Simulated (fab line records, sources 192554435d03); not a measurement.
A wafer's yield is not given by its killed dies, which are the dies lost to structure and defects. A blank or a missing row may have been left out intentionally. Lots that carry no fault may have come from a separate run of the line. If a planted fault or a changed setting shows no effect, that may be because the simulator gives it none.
Chamber matching	flow n5_finfet	4 sister chambers for N5_BEOL_M12_ETCH_67 on rie_diel-05
The step etches SiARC in CF4, target depth 143 nm, time 238.3 s. 4 wafers are shown with their chamber, then 7 later ones without.

## WAFERS, EACH WITH ITS CHAMBER
wafer	chamber	throttle_valve_pct (%)
L080.4	0	15.48
L083.6	3	15.47
L086.1	2	15.46
L086.2	1	16.05

## WAFERS WHOSE CHAMBER IS MISSING
wafer	throttle_valve_pct (%)
L086.3	15.51
L093.1	15.55
L093.2	15.56
L093.6	15.50
L097.1	15.56
L097.3	15.59
L097.5	15.59

## WHICH CHAMBER EACH ONE RAN IN
wafer	from the rows above	in truth
L086.3	can't be placed: 0 or 3 or 2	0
L093.1	can't be placed: 0 or 3 or 2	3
L093.2	can't be placed: 0 or 3 or 2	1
L093.6	can't be placed: 0 or 3 or 2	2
L097.1	can't be placed: 0 or 3 or 2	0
L097.3	can't be placed: 0 or 3 or 2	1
L097.5	can't be placed: 0 or 3 or 2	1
Correctly placed: 0 of 7. These rows do not allow placing 7 (true chamber among the candidates in 4). Number placed wrongly: 0.
How it was worked out, from the rows above alone: a wafer's distance from a chamber is the root of the sum, over the readings, of the square of ((its reading less the chamber's mean) divided by the reading's scatter). If the next closest chamber is less than 2 further off than the closest, the wafer can't be placed; otherwise it belongs to the closest. For every chamber, the mean is computed from those of its wafers that are shown. The scatter: root of mean squared gap, hidden wafer to nearest shown wafer, with one shown wafer a chamber.
